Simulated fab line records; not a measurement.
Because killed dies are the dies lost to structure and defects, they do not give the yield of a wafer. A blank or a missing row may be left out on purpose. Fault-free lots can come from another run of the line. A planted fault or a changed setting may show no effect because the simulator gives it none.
Chamber matching / flow nand_harc / NHARC_A_CHANNEL_HOLE_D2_DEP_01 on pecvd-01: 3 sister chambers
The step deposits SiON, target thk 140 nm. 14 wafers are shown with their chamber, then 7 later ones without.

== EACH WAFER AND ITS CHAMBER ==
wafer=L074.2; chamber=0; heater_power_w (W)=594; chamber_pressure_Torr (Torr)=3.499
wafer=L074.5; chamber=0; heater_power_w (W)=606; chamber_pressure_Torr (Torr)=3.495
wafer=L074.6; chamber=2; heater_power_w (W)=779; chamber_pressure_Torr (Torr)=3.495
wafer=L077.4; chamber=2; heater_power_w (W)=751; chamber_pressure_Torr (Torr)=3.500
wafer=L077.5; chamber=1; heater_power_w (W)=756; chamber_pressure_Torr (Torr)=3.493
wafer=L077.6; chamber=0; heater_power_w (W)=698; chamber_pressure_Torr (Torr)=3.513
wafer=L081.1; chamber=1; heater_power_w (W)=797; chamber_pressure_Torr (Torr)=3.511
wafer=L081.3; chamber=0; heater_power_w (W)=665; chamber_pressure_Torr (Torr)=3.507
wafer=L081.5; chamber=0; heater_power_w (W)=688; chamber_pressure_Torr (Torr)=3.498
wafer=L084.3; chamber=0; heater_power_w (W)=588; chamber_pressure_Torr (Torr)=3.494
wafer=L084.5; chamber=0; heater_power_w (W)=606; chamber_pressure_Torr (Torr)=3.510
wafer=L084.6; chamber=2; heater_power_w (W)=751; chamber_pressure_Torr (Torr)=3.506
wafer=L086.1; chamber=2; heater_power_w (W)=720; chamber_pressure_Torr (Torr)=3.499
wafer=L086.3; chamber=0; heater_power_w (W)=676; chamber_pressure_Torr (Torr)=3.508

SIGNATURES, as means of the wafers listed above
reading=heater_power_w; chamber 0=640.12; chamber 1=776.50; chamber 2=750.25; scatter within a chamber=39.7
reading=chamber_pressure_Torr; chamber 0=3.50300; chamber 1=3.50200; chamber 2=3.50000; scatter within a chamber=0.00739
Rule: for a wafer and a chamber, the distance is found by dividing, reading by reading, the gap between the wafer's reading and the chamber's mean by the reading's scatter, squaring, summing and taking the root. If the next closest chamber is less than 2 further off than the closest, the wafer can't be placed; otherwise it belongs to the closest. The scatter is the square root of a quotient: the sum, over the shown wafers, of each reading's squared deviation from its chamber's mean, divided by wafers minus chambers.

== WAFERS MISSING THEIR CHAMBER ==
wafer=L086.6; heater_power_w (W)=681; chamber_pressure_Torr (Torr)=3.511
wafer=L089.2; heater_power_w (W)=700; chamber_pressure_Torr (Torr)=3.495
wafer=L089.3; heater_power_w (W)=651; chamber_pressure_Torr (Torr)=3.502
wafer=L089.4; heater_power_w (W)=674; chamber_pressure_Torr (Torr)=3.483
wafer=L090.3; heater_power_w (W)=733; chamber_pressure_Torr (Torr)=3.494
wafer=L090.4; heater_power_w (W)=774; chamber_pressure_Torr (Torr)=3.498
wafer=L090.5; heater_power_w (W)=649; chamber_pressure_Torr (Torr)=3.499

== WHICH CHAMBER EACH WENT THROUGH ==
wafer=L086.6; from the rows above=can't be placed: 0 or 2 or 1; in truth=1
wafer=L089.2; from the rows above=can't be placed: 2 or 0 or 1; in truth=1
wafer=L089.3; from the rows above=0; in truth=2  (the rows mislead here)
wafer=L089.4; from the rows above=can't be placed: 0 or 2 or 1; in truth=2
wafer=L090.3; from the rows above=can't be placed: 2 or 1 or 0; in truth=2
wafer=L090.4; from the rows above=can't be placed: 1 or 2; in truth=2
wafer=L090.5; from the rows above=can't be placed: 0 or 2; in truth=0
Correctly placed: 0 of 7. These rows do not allow placing 6 (true chamber among the candidates in 6). 1 placed wrongly.
